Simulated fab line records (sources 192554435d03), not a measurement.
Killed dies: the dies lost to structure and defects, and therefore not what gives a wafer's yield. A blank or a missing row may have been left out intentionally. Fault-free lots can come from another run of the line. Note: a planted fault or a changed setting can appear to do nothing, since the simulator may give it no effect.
Chamber matching / flow n5Finfet / N5_BEOL_M10_CURE_72 on uvCure-02 has 3 sister chambers
The step cures SiCOH lowk, time 120 s. 3 wafers are shown with their chamber, then 11 later ones without.

## WAFERS, EACH WITH ITS CHAMBER
wafer=L083.5 chamber=0 wafer_temp_C_max=372.5
wafer=L092.4 chamber=2 wafer_temp_C_max=372.1
wafer=L095.1 chamber=1 wafer_temp_C_max=373.0

## WAFERS WITH NO CHAMBER GIVEN
wafer=L095.4 wafer_temp_C_max=372.5
wafer=L095.6 wafer_temp_C_max=373.0
wafer=L095.2 wafer_temp_C_max=373.2
wafer=L095.3 wafer_temp_C_max=372.5
wafer=L095.5 wafer_temp_C_max=372.3
wafer=L096.1 wafer_temp_C_max=372.3
wafer=L096.2 wafer_temp_C_max=372.3
wafer=L096.3 wafer_temp_C_max=372.1
wafer=L096.4 wafer_temp_C_max=372.1
wafer=L096.5 wafer_temp_C_max=372.0
wafer=L096.6 wafer_temp_C_max=372.8

## CHAMBER TAKEN BY EACH
wafer=L095.4; from the rows above=0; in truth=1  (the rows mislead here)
wafer=L095.6; from the rows above=1; in truth=1
wafer=L095.2; from the rows above=1; in truth=1
wafer=L095.3; from the rows above=0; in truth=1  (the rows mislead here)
wafer=L095.5; from the rows above=can't be placed: 0 or 2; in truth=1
wafer=L096.1; from the rows above=can't be placed: 0 or 2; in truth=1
wafer=L096.2; from the rows above=can't be placed: 0 or 2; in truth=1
wafer=L096.3; from the rows above=2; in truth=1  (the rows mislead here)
wafer=L096.4; from the rows above=2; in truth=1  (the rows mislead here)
wafer=L096.5; from the rows above=2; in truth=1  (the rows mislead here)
wafer=L096.6; from the rows above=can't be placed: 1 or 0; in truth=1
Placed correctly: 2 of 11. Not placeable from these rows: 4 (in 1, the candidates include the true chamber). Placed wrongly: 5.
How it was worked out, from the rows above alone: a wafer's distance from a chamber is the root of the sum, over the readings, of the square of ((its reading less the chamber's mean) divided by the reading's scatter). If the next closest chamber is less than 2 further off than the closest, the wafer can't be placed; otherwise it belongs to the closest. Each chamber's mean is taken over the wafers shown for it. The scatter (one wafer shown for each chamber): square how far every hidden wafer sits from the nearest shown wafer, average those squares and take the square root.
